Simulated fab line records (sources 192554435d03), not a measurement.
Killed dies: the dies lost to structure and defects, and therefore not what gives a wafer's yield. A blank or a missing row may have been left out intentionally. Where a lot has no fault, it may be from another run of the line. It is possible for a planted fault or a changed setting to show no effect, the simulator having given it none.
Matching of chambers || flow n5_finfet || N5_BEOL_M3_STRIP_36 on rie_diel-04 has 4 sister chambers
The step strips in N2/H2. 14 wafers are shown with their chamber, then 7 later ones without.

== WAFERS, EACH WITH ITS CHAMBER ==
{"wafer": "L074.2", "chamber": 0, "throttle_valve_pct (%)": 24.07, "showerhead_plenum_p_Torr (Torr)": 2.52, "oes_product_au (a.u.)": 0.71}
{"wafer": "L074.3", "chamber": 1, "throttle_valve_pct (%)": 23.87, "showerhead_plenum_p_Torr (Torr)": 2.47, "oes_product_au (a.u.)": 0.86}
{"wafer": "L074.4", "chamber": 2, "throttle_valve_pct (%)": 23.16, "showerhead_plenum_p_Torr (Torr)": 2.43, "oes_product_au (a.u.)": 0.77}
{"wafer": "L077.3", "chamber": 2, "throttle_valve_pct (%)": 23.17, "showerhead_plenum_p_Torr (Torr)": 2.43, "oes_product_au (a.u.)": 0.77}
{"wafer": "L077.4", "chamber": 1, "throttle_valve_pct (%)": 23.85, "showerhead_plenum_p_Torr (Torr)": 2.47, "oes_product_au (a.u.)": 0.85}
{"wafer": "L077.5", "chamber": 0, "throttle_valve_pct (%)": 24.07, "showerhead_plenum_p_Torr (Torr)": 2.52, "oes_product_au (a.u.)": 0.70}
{"wafer": "L082.1", "chamber": 2, "throttle_valve_pct (%)": 23.16, "showerhead_plenum_p_Torr (Torr)": 2.43, "oes_product_au (a.u.)": 0.76}
{"wafer": "L082.4", "chamber": 3, "throttle_valve_pct (%)": 23.91, "showerhead_plenum_p_Torr (Torr)": 2.51, "oes_product_au (a.u.)": 0.69}
{"wafer": "L082.6", "chamber": 1, "throttle_valve_pct (%)": 23.88, "showerhead_plenum_p_Torr (Torr)": 2.47, "oes_product_au (a.u.)": 0.85}
{"wafer": "L086.2", "chamber": 2, "throttle_valve_pct (%)": 23.18, "showerhead_plenum_p_Torr (Torr)": 2.42, "oes_product_au (a.u.)": 0.75}
{"wafer": "L086.3", "chamber": 0, "throttle_valve_pct (%)": 24.08, "showerhead_plenum_p_Torr (Torr)": 2.51, "oes_product_au (a.u.)": 0.68}
{"wafer": "L086.4", "chamber": 0, "throttle_valve_pct (%)": 24.08, "showerhead_plenum_p_Torr (Torr)": 2.51, "oes_product_au (a.u.)": 0.68}
{"wafer": "L089.1", "chamber": 1, "throttle_valve_pct (%)": 23.90, "showerhead_plenum_p_Torr (Torr)": 2.46, "oes_product_au (a.u.)": 0.83}
{"wafer": "L089.3", "chamber": 3, "throttle_valve_pct (%)": 23.95, "showerhead_plenum_p_Torr (Torr)": 2.51, "oes_product_au (a.u.)": 0.69}

SIGNATURES (averages over the wafers above)
{"reading": "throttle_valve_pct", "chamber 0": 24.0750, "chamber 1": 23.8750, "chamber 2": 23.1675, "chamber 3": 23.9300, "scatter within a chamber": 0.0157}
{"reading": "showerhead_plenum_p_Torr", "chamber 0": 2.5150, "chamber 1": 2.4675, "chamber 2": 2.4275, "chamber 3": 2.5100, "scatter within a chamber": 0.005}
{"reading": "oes_product_au", "chamber 0": 0.6925, "chamber 1": 0.8475, "chamber 2": 0.7625, "chamber 3": 0.6900, "scatter within a chamber": 0.0119}
Rule: for each reading, subtract the chamber's mean from the wafer's reading, divide by that reading's scatter and square the result; add these up over the readings and take the root, which gives the wafer's distance from the chamber. The wafer belongs to the nearest chamber; if the next one is less than 2 further off, it can't be placed. How the scatter is found: for the shown wafers, subtract from each reading the mean of its chamber, square and add these, divide the total by (wafers less chambers), then take the root.

== WAFERS WITH NO CHAMBER GIVEN ==
{"wafer": "L089.4", "throttle_valve_pct (%)": 23.24, "showerhead_plenum_p_Torr (Torr)": 2.42, "oes_product_au (a.u.)": 0.75}
{"wafer": "L091.3", "throttle_valve_pct (%)": 23.21, "showerhead_plenum_p_Torr (Torr)": 2.42, "oes_product_au (a.u.)": 0.75}
{"wafer": "L091.4", "throttle_valve_pct (%)": 23.89, "showerhead_plenum_p_Torr (Torr)": 2.46, "oes_product_au (a.u.)": 0.82}
{"wafer": "L091.5", "throttle_valve_pct (%)": 23.20, "showerhead_plenum_p_Torr (Torr)": 2.42, "oes_product_au (a.u.)": 0.75}
{"wafer": "L090.1", "throttle_valve_pct (%)": 23.94, "showerhead_plenum_p_Torr (Torr)": 2.51, "oes_product_au (a.u.)": 0.68}
{"wafer": "L090.2", "throttle_valve_pct (%)": 23.22, "showerhead_plenum_p_Torr (Torr)": 2.42, "oes_product_au (a.u.)": 0.74}
{"wafer": "L090.6", "throttle_valve_pct (%)": 23.89, "showerhead_plenum_p_Torr (Torr)": 2.46, "oes_product_au (a.u.)": 0.81}

== WHICH CHAMBER EACH ONE RAN IN ==
{"wafer": "L089.4", "from the rows above": 2, "in truth": 2}
{"wafer": "L091.3", "from the rows above": 2, "in truth": 2}
{"wafer": "L091.4", "from the rows above": 1, "in truth": 1}
{"wafer": "L091.5", "from the rows above": 2, "in truth": 2}
{"wafer": "L090.1", "from the rows above": 3, "in truth": 3}
{"wafer": "L090.2", "from the rows above": 2, "in truth": 2}
{"wafer": "L090.6", "from the rows above": 1, "in truth": 1}
Correctly placed: 7 of 7. Left unplaced by these rows: 0. Number placed wrongly: 0.
